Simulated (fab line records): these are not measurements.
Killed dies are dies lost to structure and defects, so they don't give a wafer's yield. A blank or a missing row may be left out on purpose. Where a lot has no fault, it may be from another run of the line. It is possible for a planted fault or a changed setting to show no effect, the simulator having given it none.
Chamber matching + flow n5 finfet + N5_SDB_CUT_ETCH_26 on rie si-06: 3 sister chambers
The step etches Si in HBr/Cl2/O2, target depth 129.6 nm, bt time 20 s, time 51.8 s. 6 wafers are shown with their chamber, then 6 later ones without.

== EACH WAFER AND ITS CHAMBER ==
| wafer  | chamber | oes_o_777_au (a.u.) | drypump motor current A (A) |
|--------|---------|---------------------|-----------------------------|
| L084.4 | 3       | 0.94                | 5.3                         |
| L085.1 | 2       | 1.09                | 5.1                         |
| L085.2 | 3       | 0.95                | 5.3                         |
| L085.6 | 1       | 1.04                | 5.3                         |
| L086.2 | 1       | 1.03                | 5.3                         |
| L086.3 | 2       | 1.09                | 5.0                         |

== WAFERS WHOSE CHAMBER IS MISSING ==
| wafer  | oes_o_777_au (a.u.) | drypump motor current A (A) |
|--------|---------------------|-----------------------------|
| L086.4 | 1.08                | 5.0                         |
| L089.2 | 1.08                | 5.1                         |
| L089.4 | 1.08                | 5.1                         |
| L089.5 | 0.94                | 5.3                         |
| L097.2 | 0.95                | 5.3                         |
| L097.6 | 1.09                | 5.0                         |

== WHICH CHAMBER EACH ONE RAN IN ==
| wafer  | from the rows above | in truth |
|--------|---------------------|----------|
| L086.4 | 2                   | 2        |
| L089.2 | 2                   | 2        |
| L089.4 | 2                   | 2        |
| L089.5 | 3                   | 3        |
| L097.2 | 3                   | 3        |
| L097.6 | 2                   | 2        |
6 of 6 placed correctly. From these rows, 0 cannot be placed. Number placed wrongly: 0.
How it was worked out, from the rows above alone: a wafer's distance from a chamber is the root of the sum, over the readings, of the square of ((its reading less the chamber's mean) divided by the reading's scatter). The wafer belongs to the nearest chamber; if the next one is less than 2 further off, it can't be placed. A chamber's mean is the mean of its shown wafers. The scatter: the root of (the sum of the squares of (reading less its chamber's mean) over the shown wafers, divided by (wafers less chambers)).
